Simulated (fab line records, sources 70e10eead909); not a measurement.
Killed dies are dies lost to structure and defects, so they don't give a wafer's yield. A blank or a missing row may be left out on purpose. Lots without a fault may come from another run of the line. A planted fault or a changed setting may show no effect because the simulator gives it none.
Chamber matching | flow nand_harc | NHARC_A_STAIRCASE_DEP_301 on pecvd-03: 3 sister chambers
The step deposits SiON, target thk 30 nm. 6 wafers are shown with their chamber, then 11 later ones without.

WAFERS WITH THEIR CHAMBER
wafer  | chamber | heater_power_w (W) | rf_fwd_power_W (W)
L080.5 | 1       | 863                | 348.5
L083.5 | 0       | 733                | 348.7
L085.2 | 2       | 639                | 348.1
L085.3 | 0       | 661                | 350.9
L085.4 | 1       | 821                | 350.6
L086.3 | 2       | 665                | 348.8

WAFERS WITHOUT THEIR CHAMBER
wafer  | heater_power_w (W) | rf_fwd_power_W (W)
L086.4 | 842                | 348.1
L086.6 | 616                | 349.7
L088.2 | 769                | 349.2
L088.5 | 648                | 347.1
L088.6 | 780                | 349.6
L092.1 | 709                | 349.1
L092.2 | 714                | 349.0
L092.5 | 738                | 350.0
L094.1 | 714                | 351.0
L094.3 | 791                | 349.7
L094.5 | 704                | 349.7

WHICH CHAMBER EACH WENT THROUGH
wafer  | from the rows above          | in truth
L086.4 | 1                            | 1
L086.6 | can't be placed: 2 or 0      | 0
L088.2 | can't be placed: 1 or 0 or 2 | 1
L088.5 | can't be placed: 2 or 0      | 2
L088.6 | can't be placed: 1 or 0 or 2 | 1
L092.1 | can't be placed: 0 or 2      | 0
L092.2 | can't be placed: 0 or 2      | 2
L092.5 | can't be placed: 0 or 2 or 1 | 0
L094.1 | can't be placed: 0 or 2      | 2
L094.3 | can't be placed: 1 or 0      | 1
L094.5 | can't be placed: 0 or 2      | 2
Placed correctly: 1 of 11. Can't be placed from these rows: 10 (the true chamber is among the candidates in 10). Placed wrongly: 0.
How it was worked out, from the rows above alone: a wafer's distance from a chamber is the root of the sum, over the readings, of the square of ((its reading less the chamber's mean) divided by the reading's scatter). The wafer belongs to the nearest chamber; if the next one is less than 2 further off, it can't be placed. A chamber's mean is the mean of its shown wafers. The scatter: the root of (the sum of the squares of (reading less its chamber's mean) over the shown wafers, divided by (wafers less chambers)).
